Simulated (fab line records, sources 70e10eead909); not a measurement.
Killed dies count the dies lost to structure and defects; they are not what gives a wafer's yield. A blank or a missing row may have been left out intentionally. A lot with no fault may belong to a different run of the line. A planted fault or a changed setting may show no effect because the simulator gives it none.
Matching of chambers / flow nandHarc / NHARC_A_STAIRCASE_ETCH_271 on rieDiel-06: 4 sister chambers
The step etches the open film in CF4/CHF3. 8 wafers are shown with their chamber, then 7 later ones without.

== WAFERS PAIRED WITH THEIR CHAMBERS ==
wafer=L075.5; chamber=2; showerheadPlenumPTorr (Torr)=1.69; drypumpMotorCurrentA (A)=6.3
wafer=L086.1; chamber=0; showerheadPlenumPTorr (Torr)=1.53; drypumpMotorCurrentA (A)=6.2
wafer=L086.3; chamber=3; showerheadPlenumPTorr (Torr)=1.52; drypumpMotorCurrentA (A)=6.2
wafer=L089.2; chamber=1; showerheadPlenumPTorr (Torr)=1.49; drypumpMotorCurrentA (A)=5.5
wafer=L089.4; chamber=0; showerheadPlenumPTorr (Torr)=1.52; drypumpMotorCurrentA (A)=6.1
wafer=L089.5; chamber=3; showerheadPlenumPTorr (Torr)=1.52; drypumpMotorCurrentA (A)=6.2
wafer=L090.2; chamber=2; showerheadPlenumPTorr (Torr)=1.68; drypumpMotorCurrentA (A)=6.4
wafer=L090.4; chamber=1; showerheadPlenumPTorr (Torr)=1.49; drypumpMotorCurrentA (A)=5.5

== WAFERS WITHOUT THEIR CHAMBER ==
wafer=L090.5; showerheadPlenumPTorr (Torr)=1.52; drypumpMotorCurrentA (A)=6.2
wafer=L094.1; showerheadPlenumPTorr (Torr)=1.52; drypumpMotorCurrentA (A)=6.2
wafer=L094.2; showerheadPlenumPTorr (Torr)=1.52; drypumpMotorCurrentA (A)=6.1
wafer=L094.3; showerheadPlenumPTorr (Torr)=1.49; drypumpMotorCurrentA (A)=5.6
wafer=L097.1; showerheadPlenumPTorr (Torr)=1.51; drypumpMotorCurrentA (A)=6.2
wafer=L097.3; showerheadPlenumPTorr (Torr)=1.49; drypumpMotorCurrentA (A)=5.5
wafer=L097.5; showerheadPlenumPTorr (Torr)=1.68; drypumpMotorCurrentA (A)=6.3

== WHICH CHAMBER EACH ONE RAN IN ==
wafer=L090.5; from the rows above=can't be placed: 3 or 0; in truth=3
wafer=L094.1; from the rows above=can't be placed: 3 or 0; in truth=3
wafer=L094.2; from the rows above=can't be placed: 0 or 3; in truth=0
wafer=L094.3; from the rows above=1; in truth=1
wafer=L097.1; from the rows above=can't be placed: 3 or 0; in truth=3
wafer=L097.3; from the rows above=1; in truth=1
wafer=L097.5; from the rows above=2; in truth=2
Correct placement for 3 of the 7. These rows do not allow placing 4 (true chamber among the candidates in 4). Number placed wrongly: 0.
How it was worked out, from the rows above alone: a wafer's distance from a chamber is the root of the sum, over the readings, of the square of ((its reading less the chamber's mean) divided by the reading's scatter). If the next closest chamber is less than 2 further off than the closest, the wafer can't be placed; otherwise it belongs to the closest. A chamber's mean is the mean of its shown wafers. The scatter is the square root of a quotient: the sum, over the shown wafers, of each reading's squared deviation from its chamber's mean, divided by wafers minus chambers.
